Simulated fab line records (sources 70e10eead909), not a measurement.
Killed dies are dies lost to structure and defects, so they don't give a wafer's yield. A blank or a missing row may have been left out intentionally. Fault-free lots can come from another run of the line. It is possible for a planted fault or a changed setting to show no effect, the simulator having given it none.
Matching of chambers / flow nandHarc / 4 sister chambers for NHARC_A_STAIRCASE_DESCUM_11 on rieDiel-03
The step chemistry O2, time 3 s. 14 wafers are shown with their chamber, then 7 later ones without.

== WAFERS, EACH WITH ITS CHAMBER ==
wafer=L731.1; chamber=1; drypumpMotorCurrentA (A)=6.1; showerheadPlenumPTorr (Torr)=1.78; throttleValvePct (%)=11.297
wafer=L731.2; chamber=3; drypumpMotorCurrentA (A)=6.7; showerheadPlenumPTorr (Torr)=2.07; throttleValvePct (%)=11.301
wafer=L731.3; chamber=0; drypumpMotorCurrentA (A)=5.7; showerheadPlenumPTorr (Torr)=1.79; throttleValvePct (%)=11.300
wafer=L735.2; chamber=2; drypumpMotorCurrentA (A)=6.1; showerheadPlenumPTorr (Torr)=2.06; throttleValvePct (%)=11.317
wafer=L735.3; chamber=0; drypumpMotorCurrentA (A)=5.7; showerheadPlenumPTorr (Torr)=1.79; throttleValvePct (%)=11.313
wafer=L735.5; chamber=0; drypumpMotorCurrentA (A)=5.7; showerheadPlenumPTorr (Torr)=1.79; throttleValvePct (%)=11.298
wafer=L734.3; chamber=0; drypumpMotorCurrentA (A)=5.7; showerheadPlenumPTorr (Torr)=1.79; throttleValvePct (%)=11.313
wafer=L734.4; chamber=1; drypumpMotorCurrentA (A)=6.1; showerheadPlenumPTorr (Torr)=1.78; throttleValvePct (%)=11.298
wafer=L734.6; chamber=2; drypumpMotorCurrentA (A)=6.0; showerheadPlenumPTorr (Torr)=2.06; throttleValvePct (%)=11.319
wafer=L741.1; chamber=3; drypumpMotorCurrentA (A)=6.6; showerheadPlenumPTorr (Torr)=2.06; throttleValvePct (%)=11.324
wafer=L741.4; chamber=1; drypumpMotorCurrentA (A)=6.1; showerheadPlenumPTorr (Torr)=2.08; throttleValvePct (%)=11.309
wafer=L741.6; chamber=0; drypumpMotorCurrentA (A)=5.7; showerheadPlenumPTorr (Torr)=1.78; throttleValvePct (%)=11.296
wafer=L742.1; chamber=3; drypumpMotorCurrentA (A)=6.6; showerheadPlenumPTorr (Torr)=2.06; throttleValvePct (%)=11.305
wafer=L742.3; chamber=2; drypumpMotorCurrentA (A)=6.0; showerheadPlenumPTorr (Torr)=2.04; throttleValvePct (%)=11.311

SIGNATURES, as means of the wafers listed above
reading=drypumpMotorCurrentA; chamber 0=5.700; chamber 1=6.100; chamber 2=6.033; chamber 3=6.633; scatter within a chamber=0.0365
reading=showerheadPlenumPTorr; chamber 0=1.7880; chamber 1=1.8800; chamber 2=2.0533; chamber 3=2.0633; scatter within a chamber=0.0777
reading=throttleValvePct; chamber 0=11.30400; chamber 1=11.30133; chamber 2=11.31567; chamber 3=11.31000; scatter within a chamber=0.00839
Rule: for each reading, subtract the chamber's mean from the wafer's reading, divide by that reading's scatter and square the result; add these up over the readings and take the root, which gives the wafer's distance from the chamber. The wafer belongs to the nearest chamber; if the next one is less than 2 further off, it can't be placed. The scatter: take each reading less its chamber's mean, square it, sum over the shown wafers, divide by the number of wafers less the number of chambers, and take the root.

== WAFERS WITH NO CHAMBER GIVEN ==
wafer=L742.6; drypumpMotorCurrentA (A)=6.0; showerheadPlenumPTorr (Torr)=2.04; throttleValvePct (%)=11.304
wafer=L743.2; drypumpMotorCurrentA (A)=5.7; showerheadPlenumPTorr (Torr)=1.78; throttleValvePct (%)=11.324
wafer=L743.4; drypumpMotorCurrentA (A)=6.6; showerheadPlenumPTorr (Torr)=2.06; throttleValvePct (%)=11.308
wafer=L743.5; drypumpMotorCurrentA (A)=6.1; showerheadPlenumPTorr (Torr)=2.04; throttleValvePct (%)=11.309
wafer=L753.3; drypumpMotorCurrentA (A)=6.0; showerheadPlenumPTorr (Torr)=2.04; throttleValvePct (%)=11.299
wafer=L753.4; drypumpMotorCurrentA (A)=6.1; showerheadPlenumPTorr (Torr)=2.04; throttleValvePct (%)=11.308
wafer=L753.6; drypumpMotorCurrentA (A)=6.6; showerheadPlenumPTorr (Torr)=2.05; throttleValvePct (%)=11.316

== CHAMBER TAKEN BY EACH ==
wafer=L742.6; from the rows above=can't be placed: 2 or 1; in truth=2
wafer=L743.2; from the rows above=0; in truth=0
wafer=L743.4; from the rows above=3; in truth=3
wafer=L743.5; from the rows above=can't be placed: 2 or 1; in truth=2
wafer=L753.3; from the rows above=can't be placed: 2 or 1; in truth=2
wafer=L753.4; from the rows above=can't be placed: 2 or 1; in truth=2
wafer=L753.6; from the rows above=3; in truth=3
3 of 7 placed correctly. From these rows, 4 cannot be placed; in 4 the true chamber is one of the candidates. Wrongly placed: 0.
